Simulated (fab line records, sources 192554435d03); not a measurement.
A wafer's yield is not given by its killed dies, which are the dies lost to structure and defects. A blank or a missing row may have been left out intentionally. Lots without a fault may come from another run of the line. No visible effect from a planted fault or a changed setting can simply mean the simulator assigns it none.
Matching of chambers :: flow n5-finfet :: N5_SPACER0_ALD_00 on ald-sin-01 has 4 sister chambers
The step deposits SiOCN, target thk 3.5 nm, pulse time 3 s, purge time 2 s. 20 wafers are shown with their chamber, then 10 later ones without.

## WAFERS, EACH WITH ITS CHAMBER
wafer: L076.1
chamber: 1
heater-power-w (W): 847
precursor-pulse-height-rel: 1.011

wafer: L076.3
chamber: 3
heater-power-w (W): 928
precursor-pulse-height-rel: 1.002

wafer: L076.4
chamber: 2
heater-power-w (W): 880
precursor-pulse-height-rel: 0.992

wafer: L077.2
chamber: 0
heater-power-w (W): 886
precursor-pulse-height-rel: 0.955

wafer: L077.4
chamber: 3
heater-power-w (W): 913
precursor-pulse-height-rel: 1.005

wafer: L077.5
chamber: 2
heater-power-w (W): 895
precursor-pulse-height-rel: 0.986

wafer: L079.2
chamber: 0
heater-power-w (W): 870
precursor-pulse-height-rel: 0.997

wafer: L079.3
chamber: 1
heater-power-w (W): 834
precursor-pulse-height-rel: 0.992

wafer: L079.5
chamber: 3
heater-power-w (W): 936
precursor-pulse-height-rel: 0.984

wafer: L080.1
chamber: 0
heater-power-w (W): 864
precursor-pulse-height-rel: 1.024

wafer: L080.5
chamber: 2
heater-power-w (W): 894
precursor-pulse-height-rel: 1.000

wafer: L080.6
chamber: 3
heater-power-w (W): 935
precursor-pulse-height-rel: 1.028

wafer: L084.1
chamber: 3
heater-power-w (W): 935
precursor-pulse-height-rel: 0.967

wafer: L084.2
chamber: 1
heater-power-w (W): 808
precursor-pulse-height-rel: 1.017

wafer: L084.4
chamber: 0
heater-power-w (W): 838
precursor-pulse-height-rel: 1.048

wafer: L085.2
chamber: 0
heater-power-w (W): 847
precursor-pulse-height-rel: 0.971

wafer: L085.5
chamber: 3
heater-power-w (W): 934
precursor-pulse-height-rel: 1.011

wafer: L085.6
chamber: 0
heater-power-w (W): 855
precursor-pulse-height-rel: 0.984

wafer: L089.4
chamber: 2
heater-power-w (W): 941
precursor-pulse-height-rel: 1.018

wafer: L089.5
chamber: 2
heater-power-w (W): 917
precursor-pulse-height-rel: 1.018

SIGNATURES (means of the wafers above)
reading: heater-power-w
chamber 0: 860.00
chamber 1: 829.67
chamber 2: 905.40
chamber 3: 930.17
scatter within a chamber: 17.6

reading: precursor-pulse-height-rel
chamber 0: 0.99650
chamber 1: 1.00667
chamber 2: 1.00280
chamber 3: 0.99950
scatter within a chamber: 0.0243
Rule: distance of a wafer from a chamber = root of the sum over the readings of ((wafer's reading minus chamber's mean) / reading's scatter) squared. The wafer belongs to the nearest chamber; if the next one is less than 2 further off, it can't be placed. How the scatter is found: for the shown wafers, subtract from each reading the mean of its chamber, square and add these, divide the total by (wafers less chambers), then take the root.

## WAFERS WHOSE CHAMBER IS MISSING
wafer: L089.6
heater-power-w (W): 965
precursor-pulse-height-rel: 0.998

wafer: L093.1
heater-power-w (W): 863
precursor-pulse-height-rel: 0.984

wafer: L093.2
heater-power-w (W): 815
precursor-pulse-height-rel: 0.994

wafer: L093.3
heater-power-w (W): 945
precursor-pulse-height-rel: 0.960

wafer: L093.4
heater-power-w (W): 927
precursor-pulse-height-rel: 1.018

wafer: L093.5
heater-power-w (W): 939
precursor-pulse-height-rel: 1.017

wafer: L093.6
heater-power-w (W): 918
precursor-pulse-height-rel: 1.019

wafer: L095.1
heater-power-w (W): 844
precursor-pulse-height-rel: 1.013

wafer: L095.5
heater-power-w (W): 900
precursor-pulse-height-rel: 1.031

wafer: L095.6
heater-power-w (W): 911
precursor-pulse-height-rel: 0.999

## EACH ONE'S CHAMBER
wafer: L089.6
from the rows above: can't be placed: 3 or 2
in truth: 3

wafer: L093.1
from the rows above: can't be placed: 0 or 1 or 2
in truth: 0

wafer: L093.2
from the rows above: can't be placed: 1 or 0
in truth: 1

wafer: L093.3
from the rows above: can't be placed: 3 or 2
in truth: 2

wafer: L093.4
from the rows above: can't be placed: 3 or 2
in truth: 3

wafer: L093.5
from the rows above: can't be placed: 3 or 2
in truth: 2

wafer: L093.6
from the rows above: can't be placed: 2 or 3
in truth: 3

wafer: L095.1
from the rows above: can't be placed: 1 or 0
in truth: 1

wafer: L095.5
from the rows above: can't be placed: 2 or 3 or 0
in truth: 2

wafer: L095.6
from the rows above: can't be placed: 2 or 3
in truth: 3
0 of 10 placed correctly. These rows do not allow placing 10 (true chamber among the candidates in 10). Wrongly placed: 0.
